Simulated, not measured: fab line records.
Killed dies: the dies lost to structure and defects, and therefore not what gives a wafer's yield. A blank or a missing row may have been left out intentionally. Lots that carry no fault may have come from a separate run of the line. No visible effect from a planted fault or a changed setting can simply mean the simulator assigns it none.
Split-lot experiment    flow n5Finfet    21 wafers read from 7 lots, route of 1938 steps

ON THE SPLIT
At N5_BEOL_M10_PEB_26 (peb time 60 s), the setting pebTimeS was moved away from the recipe's 60 s on 9 of the 21 wafers read, by -8.6% to +19.9%. The other wafers ran this setting at the recipe's value.

FROM THE SPLIT ON TO THE READING: in between, the file shows 1 step
- N5_BEOL_M10_DEVELOP_27: develop time 30 s

THE READING
At N5_BEOL_M10_CD_MEAS_28: cdNm in nanometres, against a target cd of 70 nm. Typical for fault-free wafers on this fab line: 70.1 nm, with standard deviation 0.99 nm.

wafer   tool, chamber at the split  pebTimeS as run, s  against the recipe  cdNm, nm  against lot-mates on the recipe
L077.2  lithoTrack-02, 0            67.27               +12.1%              78.8      +9.5
L077.3  lithoTrack-02, 0            67.27               +12.1%              73.4      +4.1
L077.6  lithoTrack-02, 0            60                  recipe              69.3      -
L081.1  lithoTrack-02, 0            60                  recipe              70.7      -
L081.4  lithoTrack-02, 0            60                  recipe              70.3      -
L081.5  lithoTrack-02, 0            60                  recipe              70.2      -
L082.1  lithoTrack-02, 0            60                  recipe              69.4      -
L082.5  lithoTrack-02, 0            68.59               +14.3%              75.5      +6.8
L082.6  lithoTrack-02, 0            60                  recipe              68.1      -
L087.1  lithoTrack-03, 0            54.86               -8.6%               67.3      -5.8
L087.4  lithoTrack-03, 0            54.86               -8.6%               66.8      -6.3
L087.5  lithoTrack-03, 0            60                  recipe              73.1      -
L089.1  lithoTrack-02, 0            71.96               +19.9%              80.8      +10.6
L089.3  lithoTrack-02, 0            60                  recipe              70.2      -
L089.5  lithoTrack-02, 0            71.96               +19.9%              81.5      +11.3
L091.1  lithoTrack-04, 0            66.11               +10.2%              79.4      +9.1
L091.2  lithoTrack-04, 0            66.11               +10.2%              74.8      +4.5
L091.6  lithoTrack-04, 0            60                  recipe              70.3      -
L096.1  lithoTrack-02, 0            60                  recipe              69.6      -
L096.4  lithoTrack-02, 0            60                  recipe              66.7      -
L096.5  lithoTrack-02, 0            60                  recipe              67.4      -

FIT RESULTS
A straight line over all 21 wafers: cdNm changes by +0.524 nm for each +1% of pebTimeS; r = +0.91; the points scatter about the line by 2 nm.
The same after taking each lot's own level away (the mean of its wafers on the recipe; 21 wafers): +0.579 nm for each +1%; r = +0.96; scatter 1.4 nm.
That fit puts the effect of the largest move of pebTimeS on the reading at 12 nm.
The lots' own levels span 67.90 to 73.10 nm, that is 5.3 times the standard deviation above.
Hence the lot-to-lot level has little effect on the slope; both slopes agree.
Check: for one of the wafers moved furthest among these (+19.9%), held out of the fit, the line's prediction against its lot-mates is +11.6 nm. Against them it came out at +10.6 nm.

ADDITIONAL SPLITS CARRIED BY THESE WAFERS
Note: prior to the reading, these wafers also went through further splits. Each is held against what the fit with the lots' levels taken away leaves over:
other split on the same wafers  wafers away from the commonest value  r with cdNm (lot level and that fit taken away)
N5_BEOL_M9_COAT_60 spinRpm      6                                     +0.21
N5_BEOL_M10_EXPOSE_25 doseMj    6                                     +0.48

THE FILE'S OWN FIT
cdNm changes by +0.559 nm for each +1% of pebTimeS, r = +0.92.
